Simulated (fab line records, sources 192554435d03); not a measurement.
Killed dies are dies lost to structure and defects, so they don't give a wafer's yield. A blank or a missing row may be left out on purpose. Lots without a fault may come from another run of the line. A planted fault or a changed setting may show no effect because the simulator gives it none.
One fault seen from 2 desks | flow n5_finfet | each desk has only its own numbers; what lay behind them comes last

THE TOOL OWNER'S DESK: rie_diel-03
The tool's own readings at N5_SD_EPI_P_ETCHBACK_46 (etches SiNx in CH3F/O2, stops on SiO2, target depth 17.5 nm): means of the sampled wafers that have a number, for each lot that ran on this tool. A lot is out of limits, marked OUT, if its mean lies more than 4 standard deviations from the usual mean; the brackets give that distance.
Columns: A = drypump_motor_current_A at N5_SD_EPI_P_ETCHBACK_46, usual 5.8 A; B = oes_product_au at N5_SD_EPI_P_ETCHBACK_46, usual 0.67 a.u.; C = rf_vpp_V at N5_SD_EPI_P_ETCHBACK_46, usual 297 V; D = showerhead_plenum_p_Torr at N5_SD_EPI_P_ETCHBACK_46, usual 2.02 Torr; E = throttle_valve_pct at N5_SD_EPI_P_ETCHBACK_46, usual 16.4 %
lot  | first seen here | A   | B    | C   | D    | E
L810 | day 4 03:28     | 6.0 | 0.72 | 297 | 2.05 | 16.2
L817 | day 5 17:56     | 6.0 | 0.69 | 297 | 2.05 | 16.3
L818 | day 6 02:17     | 6.0 | 0.69 | 297 | 2.05 | 16.3
L819 | day 6 12:18     | 6.1 | 0.70 | 296 | 2.00 | 16.2
L820 | day 6 17:06     | 6.2 | 0.66 | 296 | 2.05 | 16.3
This desk's finding: nothing out of limits on any of the 5 lots.

THE METROLOGY DESK
What the gauges read, lot by lot, whatever tool the lot ran on: means of the sampled wafers that have a number. A lot is out of limits, marked OUT, if its mean lies more than 4 standard deviations from the usual mean; the brackets give that distance. Of its 13 readings 7 are shown: those that lie furthest out on some lot.
Columns: A = DIBL_P at N5_BEOL_M4_RC_MEAS_101, usual 36.5 mV/V; B = IOFF_P at N5_BEOL_M4_RC_MEAS_101, usual 0.219 nA/um; C = IOFF_P_85C at N5_BEOL_M4_RC_MEAS_101, usual 3.8 nA/um; D = IOFF_P_LIN at N5_BEOL_M4_RC_MEAS_101, usual 0.103 nA/um; E = ION_P at N5_BEOL_M4_RC_MEAS_101, usual 464 uA/um; F = REXT_P at N5_BEOL_M4_RC_MEAS_101, usual 100.2 ohm.um; G = VT_P at N5_BEOL_M4_RC_MEAS_101, usual -250 mV
lot  | first seen here | A    | B     | C   | D     | E   | F     | G
L810 | day 9 04:06     | 36.9 | 0.200 | 3.5 | 0.094 | 460 | 100.4 | -253
L818 | day 10 15:59    | 37.5 | 0.260 | 4.3 | 0.118 | 469 | 98.4  | -246
L817 | day 10 21:46    | 37.7 | 0.219 | 3.8 | 0.103 | 466 | 96.9  | -250
L820 | day 11 06:36    | 37.6 | 0.289 | 4.7 | 0.135 | 475 | 96.8  | -243
L819 | day 11 08:19    | 35.6 | 0.247 | 4.3 | 0.118 | 474 | 97.6  | -246
L821 | day 11 18:43    | 36.4 | 0.215 | 3.8 | 0.106 | 464 | 101.4 | -250
L825 | day 12 19:00    | 39.4 | 0.239 | 4.1 | 0.112 | 466 | 102.4 | -248
L827 | day 13 02:41    | 37.8 | 0.244 | 4.2 | 0.113 | 465 | 100.2 | -247
This desk's finding: nothing out of limits on any of the 8 lots.

PUT TOGETHER
The tool owner's desk saw nothing out of limits.
The metrology desk saw nothing out of limits.

WHAT THE SIMULATOR HAD PUT IN
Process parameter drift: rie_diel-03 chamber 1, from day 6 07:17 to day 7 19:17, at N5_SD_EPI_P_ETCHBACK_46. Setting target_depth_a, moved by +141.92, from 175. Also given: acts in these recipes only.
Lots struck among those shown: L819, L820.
